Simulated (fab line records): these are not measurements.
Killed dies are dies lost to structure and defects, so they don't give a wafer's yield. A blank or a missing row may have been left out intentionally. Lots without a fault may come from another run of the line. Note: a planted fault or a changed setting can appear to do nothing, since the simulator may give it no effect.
Struck lot and sound lot, side by side    flow n5Finfet    14 steps out of a route of 1938
Sound: these wafers, L317.1, L317.2, L317.3. Struck: wafer L320.6 (L320.2, L320.5, from the same lot, were not struck and are left out); the cause is given at the end.
For every step that has rows: the tool of each side, followed by ch and its chambers, followed by its first start. Under that, the readings that differ: sound wafers    struck wafers    difference of the means    sigmas: that difference in standard deviations of wafers without a fault.
alike: readings whose means differ by less than 2 such deviations, and words and numbers that are the same on both sides. not compared: withheld readings, readings that some wafer has no value for, bounds like >300 that may hide the same value, and numbers for which the record gives no deviation and whose values overlap.
A row with sigmas, a row that says differs or no value, or rows on one side alone: a step with any of these is where the two part. When numbers do not overlap yet have no deviation, they are printed without sigmas and do not part them. A reading missing from all wafers of one side parts the sides only when that side holds two or more wafers.

first, 6 steps without rows for these wafers: N5_BEOL_M6_COAT_22 (resist thk 30 nm); N5_BEOL_M6_EBR_24; N5_BEOL_M6_SOFTBAKE_23 (time 60 s); N5_BEOL_M6_EXPOSE_25 (exposes mask V5, target cd 40 nm); N5_BEOL_M6_PEB_26 (peb time 60 s); N5_BEOL_M6_DEVELOP_27 (develop time 30 s).
N5_BEOL_M6_CD_MEAS_28: the cd target is 40 nm.
  sound on cdSem-03 ch 0, day 9 03:44; struck on cdSem-02 ch 0, day 10 00:52
  alike: cdNm
N5_BEOL_M6_OVL_MEAS_29:
  sound on overlay-01 ch 0, day 9 03:46; struck on overlay-01 ch 0, day 10 00:55
  alike: V5_OVL
N5_BEOL_M6_INSPECT_30: inspects for defects (brightfield).
  sound on defectInspect-01, day 9 03:49; struck on defectInspect-02, day 10 00:58
  alike: rawDefectCount
N5_BEOL_M6_DESCUM_33: chemistry O2, time 7 s.
  sound on rieDiel-02 ch 0,1,2, day 9 04:19; struck on rieDiel-02 ch 3, day 10 01:22
  alike: drypumpMotorCurrentA, oesProductAu, rfVppV, showerheadPlenumPTorr, throttleValvePct
  not compared: rfHoursCounterH
N5_BEOL_M6_ETCH_72: etches underlayer in N2/H2, target depth 6.5 nm, time 5.2 s.
  sound on rieDiel-02 ch 0,1,2, day 9 04:20; struck on rieDiel-02 ch 3, day 10 01:23
  alike: biasW, drypumpMotorCurrentA, etchRfOnTimeS, oesProductAu, rfVppV, showerheadPlenumPTorr, throttleValvePct
  not compared: rfHoursCounterH
N5_BEOL_M6_ETCH_65: etches SiARC in CF4, target depth 15.6 nm, time 26 s.
  sound on rieDiel-02 ch 0,1,2, day 9 04:22; struck on rieDiel-02 ch 3, day 10 01:25
reading            sound           struck  difference  sigmas
etchRfOnTimeS (s)  25.4 26.1 26.0  26.7    +0.9        +2
  alike: biasW, drypumpMotorCurrentA, oesProductAu, rfVppV, showerheadPlenumPTorr, throttleValvePct
  not compared: rfHoursCounterH
N5_BEOL_M6_ETCH_66: etches SOC in N2/H2, target depth 80 nm, overetch 16 nm, time 120 s.
  sound on rieDiel-02 ch 0,1,2, day 9 04:23; struck on rieDiel-02 ch 3, day 10 01:26
reading                                    sound              struck  difference  sigmas
biasW (W)                                  150.1 149.9 149.8  181.1   +31.2       +71
rfVppV (V)                                 526.5 523.3 524.6  591.1   +66.3       +33
model.SiARC_of_BEOL_M6_COAT_64.thkNm (nm)  6.4 6.4 6.4        5.2     -1.2        
  alike: drypumpMotorCurrentA, oesProductAu, showerheadPlenumPTorr, throttleValvePct
  not compared: rfHoursCounterH
then, 1 step without rows for these wafers: N5_BEOL_M6_STRIP_69 (strips in N2/H2).

== WHERE THEY PART ==
Last at N5_BEOL_M6_ETCH_66 as far as this record goes, first at N5_BEOL_M6_ETCH_65.

WHY: the cause the simulator had injected
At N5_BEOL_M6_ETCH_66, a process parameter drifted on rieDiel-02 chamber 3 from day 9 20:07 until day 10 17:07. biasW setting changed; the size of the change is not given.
